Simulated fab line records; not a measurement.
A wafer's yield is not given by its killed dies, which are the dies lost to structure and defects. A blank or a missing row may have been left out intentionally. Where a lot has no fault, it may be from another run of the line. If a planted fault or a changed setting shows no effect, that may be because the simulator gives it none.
fab line records	flow n5_finfet
[record] lots = 7	wafers = 21
route steps=1938 shown BEOL_M0_SAQP@672 BEOL_M1@754 BEOL_M2@867 BEOL_M4@1021
start_h: start of the lot's first displayed wafer, in hours after the record's first day	wait_h: how many hours have passed since the lot's step before this one	" identical to the entry in the row above	L1.1+2: a row that stands for several wafers	- value missing, or start not given	* or withheld: withheld	< > ~ a bound
route shown NAME@n: names a module that has steps shown in the file, with the first one's number in the route	usual: average and standard deviation across the fault-free wafers	same: alike in all rows	chamber/n: place in a boat	sites: the reading at each site	_std_site: the standard deviation of these	_edge_site: inner sites' mean taken away from outer sites' mean	radius_mm: how far each site lies from the wafer's centre	mask NAME#n: copy n	behind: the last tool/chamber to shape the wafer	hold: why the lot went on hold/how many hours it stayed there/how the hold came to an end	device: the transistor (n, p or np) that didn't switch	end of line: the tests these same wafers got at the end of their route	a step without rows: its recipe alone	killed: at the first sort, the dies lost to defects and structure; wafer yield is something else	map: a wafer's dies, marking killed ones x, the rest . and places with no die _
set.NAME: setting as actually run; set.NAME@STEP: the setting as run at that earlier step	model.NAME: the simulator's own value behind a step, which no gauge read
lots where settings were altered on purpose, with a table for each step and a row for each wafer
[[steps]]
[step N5_BEOL_M0_SAQP_ETCH_106]
[recipe] chemistry = N2/H2	target = SOC	target_depth_a = 1500	stop_on = SiNx	ion_energy_ev = 100	bias_w = 61	pressure_mtorr = 30	source_w = 850	n2_flow_sccm = 200	h2_flow_sccm = 200
lot.wafer	tool	chamber	start_h	wait_h	set.target_depth_a	model.SOC_of_BEOL_M0_SAQP_COAT_105.thk_nm
L078.1	rie_diel-01	0	135.97	-	1500	26
L078.2	"	1	"	"	1500	26.6
L078.6	"	0	"	"	1500	25.6
L077.2	rie_diel-03	2	141.40	-	1336	33.4
L077.3	"	0	"	"	1500	23.4
L077.4	"	3	"	"	1336	31.8
L079.2	rie_diel-03	3	142.00	-	1500	23.6
L079.5	"	0	"	"	1500	24.4
L079.6	"	1	"	"	1500	21.6
L080.3	rie_diel-03	1	146.63	-	1500	21.8
L080.4	"	0	"	"	1377	30.4
L080.5	"	0	"	"	1377	30
L083.2	rie_diel-03	0	164.14	-	1500	23.6
L083.3	"	3	"	"	1500	23.2
L083.5	"	0	"	"	1500	24
L084.1	rie_diel-01	1	176.07	-	1500	27.2
L084.2	"	2	"	"	1500	25.6
L084.4	"	1	"	"	1565	23.4
L085.2	rie_diel-04	1	184.45	-	1500	23
L085.5	"	0	"	"	1500	22.2
L085.6	"	3	"	"	1500	22.8
[step N5_BEOL_M0_SAQP_ETCH_107]
[recipe] chemistry = CH3F/O2	target = SiNx	target_depth_a = 300	mask_material = SOC	pressure_mtorr = 30	source_w = 395	bias_w = 73	Ar_flow_sccm = 150	CH3F_flow_sccm = 30	O2_flow_sccm = 20	ion_energy_ev = 120
[step N5_BEOL_M0_SAQP_STRIP_108]
[recipe] chemistry = N2/H2	power_w = 500	temp_c = 40	pressure_mtorr = 50	rf_frequency_hz = 6e+07	overash_fraction = 0.3	bias_power_w = 28	h2_frac = 0.5	n2_flow_sccm = 300	h2_flow_sccm = 300
[step N5_BEOL_M0_SAQP_RECESS_109]
[recipe] chemistry = HF/NH3	target = SiO2	target_depth_a = 30	afs_cycles = 1	temp_c = 30	sublimation_temp_c = 180	sublimation_time_s = 60
[step N5_BEOL_M0_SAQP_SPACER2_ALD_26]
[recipe] material = SiO2	target_thk_a = 150	temp_c = 300	ald_precursor_family = BDEAS	ald_co_reactant = O2-plasma	pulse_time_s = 1	purge_time_s = 2	co_reactant_purge_time_s = 2	pressure_torr = 2
lot.wafer	tool	chamber	start_h	wait_h	set.time_s@BEOL_M0_SAQP_PECVD_96	model.a-Si_of_BEOL_M0_SAQP_PECVD_96.thk_nm
L078.1	ald_sin-02	1	136.47	0.3	45.2	44.4
L078.2	"	3	"	"	45.2	43.2
L078.6	"	1	"	"	45.2	44
L077.2	ald_sin-02	0	141.70	0.1	45.2	43.8
L077.3+4	"	1,3	"	"	45.2	44.4
L079.2	ald_sin-04	3	142.30	0.1	50.36	48
L079.5	"	3	"	"	45.2	43.4
L079.6	"	2	"	"	50.36	50.4
L080.3	ald_sin-02	3	146.93	0.1	48.32	47.4
L080.4	"	0	"	"	48.32	48.6
L080.5	"	0	"	"	48.32	47.8
L083.2	ald_sin-03	1	164.45	0.1	41.65	40.8
L083.3	"	0	"	"	41.65	40
L083.5	"	1	"	"	45.2	45
L084.1	ald_sin-03	2	176.37	0.1	45.2	44.6
L084.2	"	1	"	"	45.2	43.8
L084.4	"	3	"	"	45.2	45.8
L085.2	ald_sin-03	0	185.49	0.6	43.1	40.6
L085.5	"	2	"	"	45.2	44.2
L085.6	"	3	"	"	43.1	41.6
[step N5_BEOL_M1_HM_DEP_02]
[recipe] material = TiN	target_thk_a = 200	temp_c = 25	chamber_pressure_pa = 0.49996
lot.wafer	tool	chamber	start_h	wait_h	set.target_thk_a	model.TiN_of_BEOL_M1_HM_DEP_02.thk_nm
L078.1	pvd_sputter-03	-	145.11	0.4	200	20
L078.2+6	"	-	"	"	200	19.8
L079.2+6	pvd_sputter-03	-	156.32	3.5	219.8	21.6
L079.5	"	-	"	"	200	18.8
L077.2	pvd_sputter-02	-	156.33	3.2	187.5	18.8
L077.3+4	"	-	"	"	200	20
L080.3	pvd_sputter-02	-	159.83	0.6	200	20
L080.4+5	"	-	"	"	200	19.8
L083.2	pvd_sputter-03	-	177.66	2.7	200	19.8
L083.3	"	-	"	"	216.5	21.8
L083.5	"	-	"	"	200	19
L084.1	pvd_sputter-01	-	187.06	2.5	175.4	17.4
L084.2	"	-	"	"	200	20.4
L084.4	"	-	"	"	175.4	18
L085.2	pvd_sputter-02	-	193.88	0.5	200	20
L085.5	"	-	"	"	192.9	19.2
L085.6	"	-	"	"	192.9	19
[step N5_BEOL_M1_COAT_61]
[recipe] resist = SOC	temp_c = 250	time_s = 60	spin_rpm = 1500	resist_thk_nm = 60
lot.wafer	tool	chamber	start_h	wait_h	set.spin_rpm	model.SOC_of_BEOL_M1_COAT_61.thk_nm
L078.1+2	litho_track-04	0	145.25	0.1	1500	60
L078.6	"	0	"	"	1500	60.2
L079.2	litho_track-03	0	156.45	0.1	1649	57.2
L079.5	"	0	"	"	1649	57
L079.6	"	0	"	"	1500	59.8
L077.2+3+4	litho_track-02	0	156.45	0.1	1500	59.8
L080.3	litho_track-04	0	159.95	0.1	1637	57.6
L080.4	"	0	"	"	1500	60
L080.5	"	0	"	"	1637	57.4
L083.2+5	litho_track-03	0	177.79	0.1	1500	60
L083.3	"	0	"	"	1500	60.2
L084.1	litho_track-03	0	187.20	0.1	1349	63.4
L084.2+4	"	0	"	"	1500	60
L085.2+6	litho_track-02	0	194.00	0.1	1500	60.2
L085.5	"	0	"	"	1383	62.4
[step N5_BEOL_M1_COAT_62]
[recipe] resist = SiARC	temp_c = 220	time_s = 60	spin_rpm = 1500	resist_thk_nm = 12
[step N5_BEOL_M1_COAT_73]
[recipe] resist = underlayer	temp_c = 205	time_s = 60	spin_rpm = 1500	resist_thk_nm = 5
[step N5_BEOL_M1_ETCH_74]
[recipe] chemistry = N2/H2	target = underlayer	target_depth_a = 65	mask_material = CAR-EUV	time_s = 5.2	ion_energy_ev = 200	pressure_mtorr = 30	source_w = 840	bias_w = 150	n2_flow_sccm = 200	h2_flow_sccm = 200	ends = cleared
[step N5_BEOL_M1_ETCH_63]
[recipe] chemistry = CF4	target = SiARC	target_depth_a = 156	mask_material = CAR-EUV	time_s = 26	ion_energy_ev = 80	pressure_mtorr = 40	source_w = 545	bias_w = 36	Ar_flow_sccm = 100	cf4_flow_sccm = 100	ends = cleared
[step N5_BEOL_M1_ETCH_64]
[recipe] chemistry = N2/H2	target = SOC	target_depth_a = 750	overetch_a = 150	mask_material = SiARC	temp_c = 40	time_s = 112.5	ion_energy_ev = 200	pressure_mtorr = 30	source_w = 840	bias_w = 150	n2_flow_sccm = 200	h2_flow_sccm = 200
lot.wafer	tool	chamber	start_h	wait_h	set.spin_rpm@BEOL_M1_COAT_61	model.etch.depth_nm
L078.1	rie_diel-01	0	145.84	0.0	1500	60.08
L078.2	"	2	"	"	1500	60.05
L078.6	"	2	"	"	1500	60.21
L079.2	rie_diel-04	3	157.01	0.0	1649	57.14
L079.5	"	1	"	"	1649	57.09
L079.6	"	2	"	"	1500	59.75
L077.2	rie_diel-03	1	157.12	0.0	1500	59.76
L077.3	"	2	"	"	1500	59.82
L077.4	"	3	"	"	1500	59.72
L080.3	rie_diel-03	0	160.55	0.0	1637	57.57
L080.4	"	1	"	"	1500	59.97
L080.5	"	3	"	"	1637	57.46
L083.2	rie_diel-04	1	178.64	0.0	1500	59.93
L083.3	"	0	"	"	1500	60.12
L083.5	"	1	"	"	1500	60.06
L084.1	rie_diel-04	1	187.86	0.0	1349	63.44
L084.2	"	2	"	"	1500	59.97
L084.4	"	0	"	"	1500	60.08
L085.2	rie_diel-03	1	194.47	0.0	1500	60.13
L085.5	"	3	"	"	1383	62.47
L085.6	"	0	"	"	1500	60.2
[step N5_BEOL_M1_STRIP_65]
[recipe] chemistry = N2/H2	temp_c = 40	n2_flow_sccm = 200	h2_flow_sccm = 200	rf_frequency_hz = 6e+07
[step N5_BEOL_M1_STRIP_75]
[recipe] chemistry = N2/H2	temp_c = 40	n2_flow_sccm = 200	h2_flow_sccm = 200	rf_frequency_hz = 6e+07
[step N5_BEOL_M1_STRIP_66]
[recipe] chemistry = CF4	resist = SiARC	power_w = 300	bias_power_w = 75	pressure_mtorr = 50	cf4_flow_sccm = 150	rf_frequency_hz = 6e+07
[step N5_BEOL_M1_HM_OPEN_17]
[recipe] chemistry = Cl2/BCl3	target_depth_a = 200	overetch_a = 60	target = TiN	mask_material = SOC	ion_energy_ev = 150	pressure_mtorr = 10	icp_w = 1000	bias_w = 126	Cl2_flow_sccm = 53.25	bcl3_flow_sccm = 21.75	Ar_flow_sccm = 25
lot.wafer	tool	chamber	start_h	wait_h	set.target_thk_a@BEOL_M1_HM_DEP_02	set.spin_rpm@BEOL_M1_COAT_61	model.SOC_of_BEOL_M1_COAT_61.thk_nm	model.etch.depth_nm
L078.1	rie_metal-03	0	146.01	0.0	200	1500	52.2	19.96
L078.2	"	1	"	"	200	1500	52.2	19.75
L078.6	"	1	"	"	200	1500	52.4	19.9
L079.2	rie_metal-02	0	157.18	0.0	219.8	1649	48.8	21.68
L079.5	"	1	"	"	200	1649	49.6	18.89
L079.6	"	0	"	"	219.8	1500	51.4	21.64
L077.2	rie_metal-02	0	157.29	0.0	187.5	1500	51.4	18.77
L077.3	"	0	"	"	200	1500	51.4	19.93
L077.4	"	1	"	"	200	1500	52.2	19.99
L080.3	rie_metal-02	1	160.75	0.1	200	1637	50	19.95
L080.4	"	0	"	"	200	1500	51.8	19.82
L080.5	"	1	"	"	200	1637	50	19.78
L083.2	rie_metal-02	0	178.81	0.0	200	1500	51.6	19.87
L083.3	"	0	"	"	216.5	1500	51.8	21.73
L083.5	"	0	"	"	200	1500	51.6	19.07
L084.1	rie_metal-02	0	188.02	0.0	175.4	1349	55.2	17.47
L084.2	"	1	"	"	200	1500	52.4	20.32
L084.4	"	1	"	"	175.4	1500	52.6	18.06
L085.2	rie_metal-01	0	194.64	0.0	200	1500	52.4	20.01
L085.5	"	1	"	"	192.9	1383	54.8	19.23
L085.6	"	0	"	"	192.9	1500	52.4	19.05
[step N5_BEOL_M1_TRENCH_ETCH_37]
[recipe] chemistry = C4F6/O2	target_depth_a = 552.07	target = SiOC	time_s = 29	ion_energy_ev = 250	pressure_mtorr = 30	source_w = 355	bias_w = 185	Ar_flow_sccm = 300	C4F6_flow_sccm = 10	O2_flow_sccm = 10
lot.wafer	tool	chamber	start_h	wait_h	set.bias_w	set.target_thk_a@BEOL_M1_HM_DEP_02	model.TiN_of_BEOL_M1_HM_DEP_02.thk_nm
L078.1+6	rie_diel-03	0,1	-	-	185	200	17.6
L078.2	"	1	"	"	185	200	17.4
L079.2	rie_diel-01	3	-	-	185	219.8	19.2
L079.5	"	2	"	"	185	200	16.6
L079.6	"	1	"	"	203	219.8	19.2
L077.2	rie_diel-01	3	-	-	185	187.5	16.4
L077.3	"	1	"	"	185	200	17.6
L077.4	"	1	"	"	185	200	17.8
L080.3	rie_diel-03	1	-	-	158.4	200	17.8
L080.4	"	2	"	"	185	200	17.6
L080.5	"	2	"	"	185	200	17.4
L083.2	rie_diel-01	2	-	-	185	200	17.6
L083.3	"	3	"	"	185	216.5	19.4
L083.5	"	3	"	"	185	200	16.8
L084.1	rie_diel-04	1	-	-	185	175.4	15.2
L084.2	"	0	"	"	185	200	18
L084.4	"	2	"	"	157.1	175.4	16
L085.2	rie_diel-01	2	-	-	185	200	17.8
L085.5	"	0	"	"	201.4	192.9	16.8
L085.6	"	3	"	"	201.4	192.9	16.6
[step N5_BEOL_M2_COAT_67]
[recipe] resist = SOC	temp_c = 250	time_s = 60	spin_rpm = 1500	resist_thk_nm = 60
lot.wafer	tool	chamber	start_h	wait_h	set.spin_rpm	model.SOC_of_BEOL_M2_COAT_67.thk_nm
L078.1+6	litho_track-01	0	164.33	0.0	1500	60
L078.2	"	0	"	"	1500	60.2
L079.2+5+6	litho_track-01	0	166.53	0.0	1500	60
L077.2+4	litho_track-02	0	170.44	0.0	1582	58.6
L077.3	"	0	"	"	1500	60
L080.3+4	litho_track-05	0	173.99	0.0	1644	57
L080.5	"	0	"	"	1644	56.8
L083.2+5	litho_track-02	0	188.90	0.0	1500	60.2
L083.3	"	0	"	"	1605	58.2
L084.1	litho_track-05	0	203.89	0.0	1500	59.8
L084.2+4	"	0	"	"	1500	60
L085.2+6	litho_track-05	0	212.84	0.0	1667	57.2
L085.5	"	0	"	"	1500	60
[step N5_BEOL_M2_COAT_22]
[recipe] resist = CAR-EUV	spin_rpm = 1500	resist_thk_nm = 30
lot.wafer	tool	chamber	start_h	wait_h	set.spin_rpm	model.CAR-EUV_of_BEOL_M2_COAT_22.thk_nm
L078.1+2+6	litho_track-01	0	-	-	1500	29.8
L079.2+6	litho_track-01	0	-	-	1440	30.6
L079.5	"	0	"	"	1500	29.8
L077.2+3+4	litho_track-02	0	-	-	1500	30
L080.3	litho_track-05	0	-	-	1500	30
L080.4	"	0	"	"	1500	29.8
L080.5	"	0	"	"	1392	31.2
L083.2	litho_track-02	0	-	-	1500	30
L083.3+5	"	0	"	"	1563	29.4
L084.1	litho_track-05	0	-	-	1500	29.8
L084.2+4	"	0	"	"	1500	30
L085.2+5+6	litho_track-05	0	-	-	1500	30
[step N5_BEOL_M2_EBR_24]
[recipe] solvent = PGMEA	ebr_width_mm = 1.5
[step N5_BEOL_M2_SOFTBAKE_23]
[recipe] temp_c = 110	time_s = 60	resist = CAR-EUV
[step N5_BEOL_M2_DESCUM_33]
[recipe] chemistry = O2	time_s = 7	source_power_w = 50	bias_power_w = 20	pressure_mtorr = 20	rf_frequency_hz = 2.712e+07	temp_c = 40	resist = CAR-EUV	o2_flow_sccm = 225
lot.wafer	tool	chamber	start_h	wait_h	set.spin_rpm@BEOL_M2_COAT_22	model.CAR-EUV_of_BEOL_M2_COAT_22.thk_nm
L078.1+2+6	rie_diel-06	0,1,3	164.86	0.0	1500	26
L079.2+6	rie_diel-06	1,2	167.06	0.0	1440	26.6
L079.5	"	3	"	"	1500	26
L077.2+3	rie_diel-05	0,3	170.84	0.0	1500	26
L077.4	"	1	"	"	1500	26.2
L080.3+4	rie_diel-06	2,3	174.60	0.1	1500	26
L080.5	"	2	"	"	1392	27.2
L083.2	rie_diel-05	0	189.37	0.1	1500	26.2
L083.3+5	"	1	"	"	1563	25.6
L084.1	rie_diel-02	3	204.61	0.2	1500	25.8
L084.2+4	"	0,1	"	"	1500	26
L085.2+5+6	rie_diel-02	1,0,1	213.25	0.0	1500	26
[step N5_BEOL_M2_ETCH_77]
[recipe] chemistry = N2/H2	target = underlayer	target_depth_a = 65	mask_material = CAR-EUV	time_s = 5.2	ion_energy_ev = 200	pressure_mtorr = 30	source_w = 840	bias_w = 150	n2_flow_sccm = 200	h2_flow_sccm = 200	ends = cleared
[step N5_BEOL_M2_ETCH_69]
[recipe] chemistry = CF4	target = SiARC	target_depth_a = 156	mask_material = CAR-EUV	time_s = 26	ion_energy_ev = 80	pressure_mtorr = 40	source_w = 545	bias_w = 36	Ar_flow_sccm = 100	cf4_flow_sccm = 100	ends = cleared
lot.wafer	tool	chamber	start_h	wait_h	set.spin_rpm@BEOL_M2_COAT_22	model.CAR-EUV_of_BEOL_M2_COAT_22.thk_nm
L078.1+2+6	rie_diel-06	0,1,3	164.91	0.0	1500	11
L079.2+6	rie_diel-06	1,2	167.12	0.0	1440	11.8
L079.5	"	3	"	"	1500	11
L077.2	rie_diel-05	0	170.90	0.0	1500	11
L077.3+4	"	3,1	"	"	1500	11.2
L080.3+4	rie_diel-06	2,3	174.69	0.0	1500	11.2
L080.5	"	2	"	"	1392	12.4
L083.2	rie_diel-05	0	189.42	0.0	1500	11.2
L083.3+5	"	1	"	"	1563	10.6
L084.1+4	rie_diel-02	3,1	204.66	0.0	1500	11
L084.2	"	0	"	"	1500	11.2
L085.2+6	rie_diel-02	1	213.30	0.0	1500	11
L085.5	"	0	"	"	1500	11.2
[step N5_BEOL_M2_ALD_98]
[recipe] material = SiO2	target_thk_a = 25	temp_c = 100	ald_precursor_family = BDEAS	ald_co_reactant = O2-plasma	pulse_time_s = 1	co_reactant_pulse_time_s = 1	purge_time_s = 2	co_reactant_purge_time_s = 2	ald_cycles = 17	pressure_torr = 2
[step N5_BEOL_M2_ETCHBACK_99]
[recipe] chemistry = CHF3	target = SiO2	target_depth_a = 50	time_s = 10.4	source_w = 215	bias_w = 47	Ar_flow_sccm = 200	CHF3_flow_sccm = 12	ion_energy_ev = 100	pressure_mtorr = 30
lot.wafer	tool	chamber	start_h	wait_h	set.spin_rpm@BEOL_M2_COAT_22	model.CAR-EUV_of_BEOL_M2_COAT_22.thk_nm
L078.1+2	rie_diel-02	1,2	168.73	3.7	1500	10.2
L078.6	"	3	"	"	1500	10.4
L079.2+6	rie_diel-06	0	168.73	1.5	1440	11
L079.5	"	3	"	"	1500	10.4
L077.2+3+4	rie_diel-02	3,1,0	173.12	1.2	1500	10.4
L080.3+4	rie_diel-05	1,3	177.43	2.6	1500	10.4
L080.5	"	2	"	"	1392	11.6
L083.2	rie_diel-05	0	192.86	1.9	1500	10.4
L083.3+5	"	1	"	"	1563	10
L084.1+4	rie_diel-06	0,2	211.61	6.7	1500	10.2
L084.2	"	3	"	"	1500	10.4
L085.2+5	rie_diel-02	1,0	224.97	10.8	1500	10.4
L085.6	"	3	"	"	1500	10.2
[step N5_BEOL_M2_ETCH_70]
[recipe] chemistry = N2/H2	target = SOC	target_depth_a = 800	overetch_a = 240	mask_material = SiARC	temp_c = 40	time_s = 130	ion_energy_ev = 200	pressure_mtorr = 30	source_w = 840	bias_w = 150	n2_flow_sccm = 200	h2_flow_sccm = 200
lot.wafer	tool	chamber	start_h	wait_h	set.spin_rpm@BEOL_M2_COAT_67	model.etch.depth_nm
L078.1	rie_diel-02	1	168.76	0.0	1500	60
L078.2	"	2	"	"	1500	60.12
L078.6	"	3	"	"	1500	59.95
L079.2	rie_diel-06	0	168.76	0.0	1500	59.98
L079.5	"	3	"	"	1500	59.99
L079.6	"	0	"	"	1500	59.96
L077.2	rie_diel-02	3	173.15	0.0	1582	58.7
L077.3	"	1	"	"	1500	60.06
L077.4	"	0	"	"	1582	58.61
L080.3	rie_diel-05	1	177.47	0.0	1644	56.96
L080.4	"	3	"	"	1644	57.07
L080.5	"	2	"	"	1644	56.88
L083.2	rie_diel-05	0	192.89	0.0	1500	60.21
L083.3	"	1	"	"	1605	58.2
L083.5	"	1	"	"	1500	60.14
L084.1	rie_diel-06	0	211.65	0.0	1500	59.86
L084.2	"	3	"	"	1500	59.95
L084.4	"	2	"	"	1500	59.99
L085.2	rie_diel-02	1	225.01	0.0	1667	57.1
L085.5	"	0	"	"	1500	59.92
L085.6	"	3	"	"	1667	57.11
[step N5_BEOL_M4_ILD_DEP_00]
[recipe] material = SiOC	target_thk_a = 790	temp_c = 350	precursor = DEMS/O2	pressure_torr = 5	rf_w = 500	time_s = 15.3
lot.wafer	tool	chamber	start_h	wait_h	set.time_s	model.SiOC_of_BEOL_M4_ILD_DEP_00.thk_nm
L079.2	pecvd-01	0	192.47	0.0	15.3	79.2
L079.5	"	2	"	"	15.3	78.8
L079.6	"	1	"	"	15.3	81.8
L077.2	pecvd-03	2	194.17	0.0	13.06	67.6
L077.3	"	1	"	"	15.3	77
L077.4	"	0	"	"	13.06	70
L078.1	pecvd-01	1	197.25	0.0	15.3	79.4
L078.2	"	2	"	"	15.3	79.2
L078.6	"	0	"	"	15.3	79.6
L080.3	pecvd-02	1	201.18	0.0	15.3	77.8
L080.4	"	1	"	"	15.3	79.2
L080.5	"	2	"	"	14.2	73.2
L083.2	pecvd-02	1	217.97	0.0	15.3	77.4
L083.3	"	0	"	"	15.3	78.6
L083.5	"	2	"	"	13.63	69
L084.1	pecvd-01	0	239.24	0.0	15.3	76.8
L084.2	"	2	"	"	14.41	72.8
L084.4	"	0	"	"	14.41	74
L085.2	pecvd-01	0	245.24	0.0	15.3	77
L085.5	"	2	"	"	17.14	88.2
L085.6	"	0	"	"	15.3	79
[step N5_BEOL_M4_THK_MEAS_01]
[recipe] reads = SiOC_of_BEOL_M4_ILD_DEP_00
[usual] M4_ILD_THK = 78.9/1.2
lot.wafer	tool	chamber	start_h	wait_h	set.time_s@BEOL_M4_ILD_DEP_00	M4_ILD_THK[nm]
L079.2	film_metro-02	-	192.54	0.1	15.3	79.1
L079.5	"	-	"	"	15.3	78.8
L079.6	"	-	"	"	15.3	81.7
L077.2	film_metro-02	-	194.24	0.1	13.06	67.6
L077.3	"	-	"	"	15.3	77.0
L077.4	"	-	"	"	13.06	70.0
L078.1	film_metro-01	-	197.31	0.0	15.3	79.4
L078.2	"	-	"	"	15.3	79.2
L078.6	"	-	"	"	15.3	79.7
L080.3	film_metro-02	-	201.25	0.1	15.3	77.9
L080.4	"	-	"	"	15.3	79.2
L080.5	"	-	"	"	14.2	73.2
L083.2	film_metro-01	-	218.03	0.1	15.3	77.3
L083.3	"	-	"	"	15.3	78.6
L083.5	"	-	"	"	13.63	69.1
L084.1	film_metro-01	-	239.33	0.1	15.3	76.8
L084.2	"	-	"	"	14.41	72.8
L084.4	"	-	"	"	14.41	74.1
L085.2	film_metro-01	-	245.33	0.1	15.3	77.1
L085.5	"	-	"	"	17.14	88.2
L085.6	"	-	"	"	15.3	78.9
[[key]]
[split] step = N5_BEOL_M0_SAQP_ETCH_106	setting = target_depth_a	stated = 1500	by = wafer
[response] step = N5_BEOL_M0_SAQP_ETCH_106	reading = model.SOC_of_BEOL_M0_SAQP_COAT_105.thk_nm	change = -0.888	per = 1%	r = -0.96
[split] step = N5_BEOL_M1_HM_DEP_02	setting = target_thk_a	stated = 200	by = wafer
[response] step = N5_BEOL_M1_HM_DEP_02	reading = model.TiN_of_BEOL_M1_HM_DEP_02.thk_nm	change = +0.248	per = 1%	r = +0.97
[response] step = N5_BEOL_M1_HM_OPEN_17	reading = model.etch.depth_nm	change = +0.239	per = 1%	r = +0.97
[response] step = N5_BEOL_M1_TRENCH_ETCH_37	reading = model.TiN_of_BEOL_M1_HM_DEP_02.thk_nm	change = +0.232	per = 1%	r = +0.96
[split] step = N5_BEOL_M1_COAT_61	setting = spin_rpm	stated = 1500	by = wafer
[response] step = N5_BEOL_M1_COAT_61	reading = model.SOC_of_BEOL_M1_COAT_61.thk_nm	change = -0.293	per = 1%	r = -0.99
[response] step = N5_BEOL_M1_ETCH_64	reading = model.etch.depth_nm	change = -0.293	per = 1%	r = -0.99
[response] step = N5_BEOL_M1_HM_OPEN_17	reading = model.SOC_of_BEOL_M1_COAT_61.thk_nm	change = -0.245	per = 1%	r = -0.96
[split] step = N5_BEOL_M1_TRENCH_ETCH_37	setting = bias_w	stated = 185	by = wafer
response none clear
[split] step = N5_BEOL_M2_COAT_67	setting = spin_rpm	stated = 1500	by = wafer
[response] step = N5_BEOL_M2_COAT_67	reading = model.SOC_of_BEOL_M2_COAT_67.thk_nm	change = -0.26	per = 1%	r = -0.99
[response] step = N5_BEOL_M2_ETCH_70	reading = model.etch.depth_nm	change = -0.261	per = 1%	r = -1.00
[split] step = N5_BEOL_M2_COAT_22	setting = spin_rpm	stated = 1500	by = wafer
[response] step = N5_BEOL_M2_COAT_22	reading = model.CAR-EUV_of_BEOL_M2_COAT_22.thk_nm	change = -0.176	per = 1%	r = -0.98
[response] step = N5_BEOL_M2_DESCUM_33	reading = model.CAR-EUV_of_BEOL_M2_COAT_22.thk_nm	change = -0.159	per = 1%	r = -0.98
[response] step = N5_BEOL_M2_ETCH_69	reading = model.CAR-EUV_of_BEOL_M2_COAT_22.thk_nm	change = -0.168	per = 1%	r = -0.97
[response] step = N5_BEOL_M2_ETCHBACK_99	reading = model.CAR-EUV_of_BEOL_M2_COAT_22.thk_nm	change = -0.149	per = 1%	r = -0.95
[split] step = N5_BEOL_M4_ILD_DEP_00	setting = time_s	stated = 15.3	by = wafer
[response] step = N5_BEOL_M4_ILD_DEP_00	reading = model.SiOC_of_BEOL_M4_ILD_DEP_00.thk_nm	change = +0.708	per = 1%	r = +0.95
[response] step = N5_BEOL_M4_THK_MEAS_01	reading = M4_ILD_THK	change = +0.705	per = 1%	r = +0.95
split outside_this_file step=N5_BEOL_M0_SAQP_PECVD_96 setting=time_s
// split outside_this_file: this setting was split too, and the file shows its column; the key of that split is in another file
